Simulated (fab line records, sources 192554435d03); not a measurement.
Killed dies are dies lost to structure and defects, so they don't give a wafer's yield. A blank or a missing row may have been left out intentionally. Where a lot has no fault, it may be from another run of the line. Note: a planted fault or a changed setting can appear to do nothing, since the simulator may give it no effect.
Comparing a struck lot with a sound one :: flow n5_finfet :: 19 out of 1938 route steps
Sound: these wafers, L811.2, L811.3, L811.5. The struck wafers were L819.1, L819.2, L819.3. The cause is given at the end.
At each step with rows: each side's tool, then ch and its chambers, then its first start. Under that, the readings that differ: sound wafers :: struck wafers :: difference of the means :: sigmas: that difference in standard deviations of wafers without a fault.
alike: readings whose means differ by less than 2 such deviations, and words and numbers that are the same on both sides. not compared: withheld readings, readings that some wafer has no value for, bounds like >300 that may hide the same value, and numbers for which the record gives no deviation and whose values overlap.
A row with sigmas, a row that says differs or no value, or rows on one side alone: a step with any of these is where the two part. Non-overlapping numbers with no deviation appear without sigmas and do not part them. Lack of a reading on every wafer of one side parts them only where that side has two or more wafers.

N5_ILD0_THK_MEAS_08:
  struck on film_metro-02, day 8 06:18; sound on film_metro-02, day 6 03:44
  alike: thk_nm
then, 1 step without rows for these wafers: N5_ILD0_PRECLEAN_10 (cleans in NF3:NH3, afs cycles 5, time 20 s, sublimation time 60 s).
N5_ILD0_ALD_15: deposits SiNx, target thk 24 nm, pulse time 1 s, ald cycles 480.
  sound on ald_sin-01 ch 0,1,3, day 6 04:30; struck on ald_sin-01 ch 0,1,2, day 8 07:01
  alike: heater_power_w, precursor_pulse_height_rel
N5_ILD0_CMP_12: polishes SiNx, stops on poly-Si, t overpolish 6 s, target thk 17.67 nm.
  sound on cmp-03 ch 2,3, day 6 06:42; struck on cmp-01 ch 0,2,3, day 8 09:19
  alike: motor_current_A, overpolish_run_s, platen_rpm, time_to_endpoint_s
N5_ILD0_THK_MEAS_13:
  struck on film_metro-01, day 8 09:37; sound on film_metro-01, day 6 06:59
  alike: thk_nm
N5_ILD0_INSPECT_06: inspects for defects (darkfield).
  struck on defect_inspect-02, day 8 09:38; sound on defect_inspect-01, day 6 07:01
  alike: raw_defect_count
N5_SDB_HM_DEP_00: deposits SiNx from SiH4/NH3/N2, target thk 40 nm, time 35.3 s.
  sound on pecvd-02 ch 0,2, day 6 07:03; struck on pecvd-03 ch 0,1, day 8 09:40
  alike: heater_power_w, showerhead_plenum_p_Torr, throttle_valve_pct
then, 5 steps without rows for these wafers: N5_SDB_COAT_03 (time 60 s, resist thk 100 nm); N5_SDB_COAT_04 (time 60 s, resist thk 18 nm); N5_SDB_COAT_05 (resist thk 90 nm); N5_SDB_EBR_07; N5_SDB_SOFTBAKE_06 (time 60 s).
N5_SDB_EXPOSE_08: exposes mask SDB.
  sound on arfi_scanner-02 ch 0, day 6 07:23; struck on arfi_scanner-03 ch 0, day 8 10:02
reading: model.SDB.overlay_x_nm (nm)
sound: 0 0 0
struck: 15.2 15.2 15.2
difference: +15.2
sigmas: 
  alike: mask, stage_vel_mm_s
then, 2 steps without rows for these wafers: N5_SDB_PEB_09 (peb time 60 s); N5_SDB_DEVELOP_10 (develop time 30 s).
N5_SDB_CD_MEAS_11: the cd target is 50 nm.
  sound on cd_sem-01 ch 0, day 6 07:31; struck on cd_sem-03 ch 0, day 8 10:09
  alike: cd_nm
N5_SDB_OVL_MEAS_12:
  sound on overlay-01 ch 0, day 6 07:32; struck on overlay-02 ch 0, day 8 10:11
reading: SDB_OVL (nm)
sound: 0.6 -0.4 -0.1
struck: 15.4 14.8 15.3
difference: +15.1
sigmas: +17
N5_SDB_INSPECT_13: inspects for defects (brightfield).
  struck on defect_inspect-02, day 8 10:13; sound on defect_inspect-01, day 6 07:34
  alike: raw_defect_count
-- the record jumps here: 11 days lie between the struck wafers' starts before and after (it left off in module SDB and takes up again in module PASSIVATION, whose first step shown is number 1936 of the route) --
N5_PASSIVATION_PROBE_49:
  struck on prober-02, day 19 02:23; sound on prober-02, day 16 02:32
reading: killed_at_front_end
sound: 36 34 68
struck: 1124 1124 1127
difference: +1079
sigmas: +90

reading: killed_dies
sound: 106 102 130
struck: 1180 1180 1180
difference: +1067
sigmas: +67

reading: killed_on_rim
sound: 15 7 17
struck: 152 152 152
difference: +139
sigmas: +32
  alike: killed_at_M0_to_M3, killed_at_M4_up, killed_at_contacts, killed_at_other, killed_open, killed_short

## WHERE THEY PART
First at N5_SDB_OVL_MEAS_12; last, within this record, at N5_PASSIVATION_PROBE_49.

WHY: the cause the simulator had injected
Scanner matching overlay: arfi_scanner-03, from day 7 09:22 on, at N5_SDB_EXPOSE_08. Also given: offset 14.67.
